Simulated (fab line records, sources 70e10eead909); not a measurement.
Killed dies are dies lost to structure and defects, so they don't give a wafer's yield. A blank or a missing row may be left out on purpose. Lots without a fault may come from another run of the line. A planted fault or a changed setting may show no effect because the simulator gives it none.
Which tool did it? | flow nand_harc | 24 lots, 72 wafers sampled, at 5 steps of a route of 1159

WHAT THE GAUGES READ, wafer by wafer
NHARC_A_M0_CD_MEAS_09: target cd 80 nm.
lot  | measured     | on        | cd_nm (nm)
L075 | day 17 22:42 | cd_sem-02 | 81.1 80.5 79.9
L074 | day 17 23:08 | cd_sem-02 | 80.4 81.8 80.4
L076 | day 18 00:39 | cd_sem-03 | 81.2 79.9 81.1
L077 | day 18 01:50 | cd_sem-03 | 80.9 80.8 81.0
L078 | day 18 15:05 | cd_sem-01 | 80.0 81.1 81.8
L079 | day 18 18:34 | cd_sem-01 | 80.4 80.8 80.7
L080 | day 19 03:28 | cd_sem-02 | 80.4 79.2 79.6
L081 | day 19 09:05 | cd_sem-02 | 81.5 80.6 80.5
L082 | day 19 21:53 | cd_sem-03 | 80.1 80.2 80.3
L083 | day 19 22:25 | cd_sem-01 | 79.9 79.8 79.1
L084 | day 20 01:53 | cd_sem-02 | 80.8 79.3 80.0
L085 | day 20 06:49 | cd_sem-03 | 80.4 80.7 80.6
L086 | day 20 09:31 | cd_sem-03 | 81.3 80.4 81.1
L088 | day 20 11:04 | cd_sem-02 | 79.8 79.8 81.0
L087 | day 20 16:44 | cd_sem-03 | 79.8 79.6 79.9
L089 | day 22 05:59 | cd_sem-03 | 78.8 79.7 80.1
L092 | day 22 06:25 | cd_sem-02 | 81.2 80.2 80.2
L090 | day 22 06:40 | cd_sem-03 | 79.6 80.2 79.9
L091 | day 22 07:09 | cd_sem-01 | 80.7 81.1 81.2
L093 | day 22 14:10 | cd_sem-02 | 81.1 80.4 79.8
L094 | day 22 20:29 | cd_sem-03 | 80.1 79.2 79.9
L096 | day 23 00:43 | cd_sem-02 | 80.5 80.1 80.8
L095 | day 23 06:19 | cd_sem-03 | 79.8 80.2 81.0
L097 | day 23 13:27 | cd_sem-02 | 79.4 80.9 80.4

NHARC_A_M0_OVL_MEAS_10: pitch 160 nm.
lot  | measured     | on         | overlay_x_nm (nm) | overlay_y_nm (nm)
L075 | day 17 22:47 | overlay-01 | 0.7 0.9 1.2       | -1.1 -1.6 -1.3
L074 | day 17 23:13 | overlay-02 | -0.4 -1.3 -0.9    | -0.3 -0.4 -0.6
L076 | day 18 00:44 | overlay-02 | -1.1 -0.2 -1.1    | 0.5 0.6 0.7
L077 | day 18 01:55 | overlay-02 | -0.6 -0.3 -0.2    | 0.8 0.6 1.3
L078 | day 18 15:10 | overlay-01 | -1.3 -0.8 -1.1    | 0.5 0.4 0.1
L079 | day 18 18:40 | overlay-02 | 0.2 -0.2 0.0      | 0.1 0.0 -0.3
L080 | day 19 03:33 | overlay-02 | -0.3 0.1 -0.2     | 1.0 0.2 0.5
L081 | day 19 09:10 | overlay-01 | 0.9 0.5 -0.1      | 0.7 0.2 1.1
L082 | day 19 21:58 | overlay-02 | 1.6 1.5 1.6       | -0.7 -0.8 -0.8
L083 | day 19 22:30 | overlay-02 | -0.7 -0.4 -0.2    | 1.0 1.1 0.9
L084 | day 20 01:58 | overlay-01 | -0.4 -0.1 -1.1    | -1.1 -0.7 -0.8
L085 | day 20 06:54 | overlay-01 | 0.2 -0.2 -0.4     | 0.9 1.4 1.4
L086 | day 20 09:36 | overlay-02 | 1.2 1.4 1.4       | 0.5 0.7 0.1
L088 | day 20 11:09 | overlay-02 | 0.3 1.0 0.8       | -0.8 -1.3 -1.5
L087 | day 20 16:50 | overlay-02 | -1.6 -1.5 -1.3    | -1.2 -0.8 -0.6
L089 | day 22 06:05 | overlay-01 | -1.9 -1.8 -1.2    | 0.0 -0.3 -0.2
L092 | day 22 06:30 | overlay-02 | -0.4 -0.2 -0.6    | -1.2 -1.0 -1.9
L090 | day 22 06:45 | overlay-02 | 0.0 -0.2 -0.2     | -0.5 0.2 0.2
L091 | day 22 07:14 | overlay-02 | 0.7 0.4 0.6       | 0.6 0.6 0.6
L093 | day 22 14:14 | overlay-02 | 0.2 0.0 -0.2      | 0.3 0.6 0.5
L094 | day 22 20:34 | overlay-02 | -1.4 -1.1 -1.4    | 1.0 0.6 0.7
L096 | day 23 00:49 | overlay-01 | -0.7 -1.1 -1.3    | 0.4 0.3 0.8
L095 | day 23 06:24 | overlay-01 | -0.4 -0.5 -0.2    | 0.7 0.2 0.3
L097 | day 23 13:33 | overlay-01 | -1.4 -1.1 -1.8    | 0.7 0.6 0.3

NHARC_A_M0_THK_MEAS_24: measures by xrf.
lot  | measured     | on            | thk_nm (nm)
L075 | day 18 01:20 | film_metro-01 | 113.3 113.9 113.0
L074 | day 18 01:38 | film_metro-02 | 113.2 112.7 113.9
L076 | day 18 03:25 | film_metro-02 | 114.5 113.2 113.4
L077 | day 18 04:22 | film_metro-02 | 112.8 113.7 113.8
L078 | day 18 17:41 | film_metro-01 | 111.6 113.2 113.8
L079 | day 18 21:04 | film_metro-02 | 114.7 115.0 114.1
L080 | day 19 06:41 | film_metro-02 | 114.6 113.5 115.4
L081 | day 19 11:35 | film_metro-02 | 114.6 113.2 113.0
L082 | day 20 00:28 | film_metro-01 | 111.9 110.2 113.0
L083 | day 20 00:56 | film_metro-02 | 113.9 113.0 112.4
L084 | day 20 04:22 | film_metro-01 | 114.8 112.9 112.7
L085 | day 20 09:20 | film_metro-01 | 111.4 114.7 114.3
L086 | day 20 12:03 | film_metro-01 | 112.0 114.3 115.0
L088 | day 20 14:08 | film_metro-02 | 113.1 112.2 112.2
L087 | day 20 19:16 | film_metro-01 | 111.9 114.3 113.2
L089 | day 22 08:30 | film_metro-01 | 113.6 112.7 113.6
L092 | day 22 08:55 | film_metro-01 | 115.5 111.3 112.3
L090 | day 22 09:13 | film_metro-01 | 114.2 112.7 114.9
L091 | day 22 09:39 | film_metro-01 | 113.2 112.8 110.6
L093 | day 22 16:43 | film_metro-01 | 112.4 116.8 113.9
L094 | day 22 23:02 | film_metro-01 | 114.7 114.1 112.9
L096 | day 23 03:13 | film_metro-01 | 113.6 111.0 112.4
L095 | day 23 08:50 | film_metro-01 | 114.9 111.6 111.7
L097 | day 23 16:05 | film_metro-02 | 114.7 110.1 112.6

WHICH TOOL RAN EACH LOT (tool, then ch and the chambers of the sampled wafers, then the start)
lot  | NHARC_A_BLC_STRIP_21               | NHARC_A_BLC_CMP_25
L075 | rie_diel-09 ch 2,3, day 17 17:15   | cmp-02 ch 1,2,3, day 17 21:25
L074 | rie_diel-13 ch 1,3, day 17 18:11   | cmp-01 ch 0,1, day 17 21:49
L076 | rie_diel-13 ch 1,3, day 17 21:56   | cmp-01 ch 1,2,3, day 17 23:20
L077 | rie_diel-09 ch 1,2,3, day 17 23:17 | cmp-02 ch 0,2,3, day 18 00:41
L078 | rie_diel-09 ch 0,1,3, day 18 06:38 | cmp-04 ch 0,1,2, day 18 13:46
L079 | rie_diel-09 ch 0,1, day 18 15:53   | cmp-04 ch 0,1, day 18 17:23
L080 | rie_diel-09 ch 0,1,2, day 18 22:54 | cmp-04 ch 0,2,3, day 19 02:09
L081 | rie_diel-13 ch 0,1, day 19 06:20   | cmp-02 ch 0,2,3, day 19 07:50
L082 | rie_diel-13 ch 1,2,3, day 19 14:48 | cmp-04 ch 0,2,3, day 19 20:42
L083 | rie_diel-09 ch 0,1,3, day 19 15:56 | cmp-04 ch 0,1,2, day 19 21:07
L084 | rie_diel-13 ch 0,1,2, day 19 17:41 | cmp-02 ch 0,2,3, day 20 00:26
L085 | rie_diel-01 ch 0,3, day 20 00:10   | cmp-04 ch 0,1,3, day 20 05:28
L086 | rie_diel-13 ch 0,2, day 20 06:48   | cmp-01 ch 1,3, day 20 08:12
L088 | rie_diel-13 ch 0,1,3, day 20 08:23 | cmp-01 ch 0,2,3, day 20 09:47
L087 | rie_diel-09 ch 0,1,3, day 20 09:56 | cmp-02 ch 0,1,3, day 20 15:29
L089 | rie_diel-09 ch 0,1, day 22 02:10   | cmp-01 ch 0,1,2, day 22 04:40
L092 | rie_diel-13 ch 0,1,2, day 22 02:55 | cmp-04 ch 0,2,3, day 22 05:08
L090 | rie_diel-09 ch 0,2,3, day 22 03:41 | cmp-01 ch 1,2,3, day 22 05:24
L091 | rie_diel-09 ch 2,3, day 22 04:26   | cmp-01 ch 1,2,3, day 22 05:53
L093 | rie_diel-09 ch 0,2, day 22 08:10   | cmp-04 ch 0,3, day 22 12:59
L094 | rie_diel-13 ch 2,3, day 22 14:19   | cmp-01 ch 1,2,3, day 22 19:11
L096 | rie_diel-13 ch 0,1,2, day 22 15:55 | cmp-04 ch 1,2,3, day 22 23:07
L095 | rie_diel-13 ch 0,2,3, day 22 22:10 | cmp-04 ch 2,3, day 23 05:01
L097 | rie_diel-13 ch 1,2, day 23 08:32   | cmp-02 ch 1,2, day 23 12:09
- NHARC_A_BLC_STRIP_21: strips in O2.
- NHARC_A_BLC_CMP_25: polishes, t overpolish 30 s, target thk 150 nm.

WHAT THE TOOLS THEMSELVES READ (means of the sampled wafers that have a number; where no wafer has one, the mark that the record gives instead)
NHARC_A_BLC_STRIP_21.
lot  | tool        | drypump_motor_current_A (A) | oes_product_au (a.u.) | rf_vpp_V (V) | showerhead_plenum_p_Torr (Torr) | throttle_valve_pct (%)
L075 | rie_diel-09 | 5.2                         | 1.004                 | 58.2         | 3.46                            | 17.040
L074 | rie_diel-13 | 5.4                         | 1.004                 | 57.4         | 3.52                            | 17.032
L076 | rie_diel-13 | 5.4                         | 1.000                 | 57.4         | 3.52                            | 17.031
L077 | rie_diel-09 | 5.6                         | 1.001                 | 57.1         | 3.47                            | 17.031
L078 | rie_diel-09 | 5.4                         | 0.997                 | 58.2         | 3.59                            | 17.040
L079 | rie_diel-09 | 5.8                         | 1.005                 | 57.4         | 3.59                            | 17.033
L080 | rie_diel-09 | 5.7                         | 1.012                 | 57.9         | 3.51                            | 17.026
L081 | rie_diel-13 | 5.6                         | 0.990                 | 58.1         | 3.53                            | 17.041
L082 | rie_diel-13 | 5.6                         | 0.994                 | 57.1         | 3.44                            | 17.036
L083 | rie_diel-09 | 5.4                         | 1.008                 | 58.5         | 3.58                            | 17.032
L084 | rie_diel-13 | 5.7                         | 0.989                 | 58.2         | 3.47                            | 17.041
L085 | rie_diel-01 | 5.8                         | 1.009                 | 57.3         | 3.44                            | 17.043
L086 | rie_diel-13 | 5.7                         | 0.989                 | 57.1         | 3.41                            | 17.040
L088 | rie_diel-13 | 5.5                         | 0.989                 | 58.1         | 3.54                            | 17.043
L087 | rie_diel-09 | 5.4                         | 1.025                 | 57.7         | 3.58                            | 17.033
L089 | rie_diel-09 | 5.8                         | 1.011                 | 57.9         | 3.59                            | 17.042
L092 | rie_diel-13 | 5.7                         | 1.005                 | 57.0         | 3.47                            | 17.037
L090 | rie_diel-09 | 5.4                         | 1.006                 | 57.7         | 3.50                            | 17.037
L091 | rie_diel-09 | 5.3                         | 1.016                 | 58.1         | 3.45                            | 17.034
L093 | rie_diel-09 | 5.7                         | 1.007                 | 57.4         | 3.42                            | 17.043
L094 | rie_diel-13 | 5.6                         | 1.009                 | 57.8         | 3.38                            | 17.030
L096 | rie_diel-13 | 5.7                         | 0.997                 | 58.1         | 3.47                            | 17.034
L095 | rie_diel-13 | 5.6                         | 1.002                 | 57.6         | 3.48                            | 17.033
L097 | rie_diel-13 | 5.7                         | 1.011                 | 57.7         | 3.42                            | 17.047

NHARC_A_BLC_CMP_25.
lot  | tool   | motor_current_A (A) | overpolish_run_s (s) | time_to_endpoint_s (s)
L075 | cmp-02 | 11.8                | 30.011               | 28
L074 | cmp-01 | 11.9                | 30.002               | 29
L076 | cmp-01 | 11.1                | 29.992               | 28
L077 | cmp-02 | 11.4                | 30.003               | 29
L078 | cmp-04 | 12.1                | 30.007               | 32
L079 | cmp-04 | 12.0                | 29.993               | 30
L080 | cmp-04 | 12.2                | 30.004               | 32
L081 | cmp-02 | 11.7                | 29.999               | 29
L082 | cmp-04 | 12.3                | 29.998               | 30
L083 | cmp-04 | 11.9                | 30.011               | 29
L084 | cmp-02 | 11.6                | 29.997               | 30
L085 | cmp-04 | 12.8                | 29.993               | 30
L086 | cmp-01 | 10.5                | 29.998               | 26
L088 | cmp-01 | 11.7                | 30.000               | 33
L087 | cmp-02 | 11.1                | 30.004               | 30
L089 | cmp-01 | 12.5                | 30.008               | 30
L092 | cmp-04 | 12.1                | 29.998               | 30
L090 | cmp-01 | 11.3                | 30.001               | 26
L091 | cmp-01 | 11.1                | 30.005               | 29
L093 | cmp-04 | 12.2                | 30.003               | 28
L094 | cmp-01 | 11.4                | 29.995               | 30
L096 | cmp-04 | 12.8                | 29.990               | 34
L095 | cmp-04 | 13.3                | 29.999               | 31
L097 | cmp-02 | 12.6                | 29.997               | 31

THE ANSWER, worked out from the rows above alone
Rule: what is usual is taken from the lots themselves. Put in order of their means at a reading, lots are off if they are a third of the lots or fewer, leave a main group of 4 or more, and stand apart from it by a gap of 3 or more times the standard deviation of the main group's means; of several such gaps the widest counts. A main group whose means are all the same, to the digits that the tables above print for the reading, isn't used. A lot without any number at a reading at which 4 lots or more have one is off too. The other lots that the step has rows for count as sound. The gauges are gone through in route order, then the tools' own readings, and for those a lot's mean is taken as printed above. The first step at which some lot is off is used, and at that step the reading that is off furthest; a lot without a number counts as furthest.
No lot is off at any reading shown: from this, nothing can be told.

WHAT THE SIMULATOR HAD PUT IN
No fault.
